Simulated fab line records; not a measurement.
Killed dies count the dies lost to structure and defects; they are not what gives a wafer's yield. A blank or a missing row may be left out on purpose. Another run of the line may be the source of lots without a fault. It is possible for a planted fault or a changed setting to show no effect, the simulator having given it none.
Matching of chambers ; flow nand harc ; rie diel-04 running NHARC_P_M2_DESCUM_14: 4 sister chambers
The step chemistry O2, time 3 s. 4 wafers are shown with their chamber, then 12 later ones without.

WAFERS WITH THEIR CHAMBER
wafer;chamber;drypump motor current A (A)
L089.5;0;6.2
L091.3;2;5.5
L091.4;1;5.5
L091.5;3;6.0

WAFERS WITH NO CHAMBER GIVEN
wafer;drypump motor current A (A)
L093.3;5.5
L093.5;5.6
L093.6;6.3
L094.2;5.6
L094.3;6.3
L094.4;6.0
L095.3;6.0
L095.4;5.6
L095.6;6.0
L096.3;6.3
L096.4;5.5
L096.5;6.3

CHAMBER TAKEN BY EACH
wafer;from the rows above;in truth
L093.3;can't be placed: 1 or 2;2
L093.5;can't be placed: 1 or 2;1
L093.6;0;0
L094.2;can't be placed: 1 or 2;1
L094.3;0;0
L094.4;3;3
L095.3;3;3
L095.4;can't be placed: 1 or 2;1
L095.6;3;3
L096.3;0;0
L096.4;can't be placed: 1 or 2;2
L096.5;0;0
7 of 12 placed correctly. These rows do not allow placing 5 (true chamber among the candidates in 5). Wrongly placed: 0.
How it was worked out, from the rows above alone: a wafer's distance from a chamber is the root of the sum, over the readings, of the square of ((its reading less the chamber's mean) divided by the reading's scatter). If the next closest chamber is less than 2 further off than the closest, the wafer can't be placed; otherwise it belongs to the closest. A chamber's mean is the mean of its shown wafers. The scatter (one wafer shown for each chamber): square how far every hidden wafer sits from the nearest shown wafer, average those squares and take the square root.
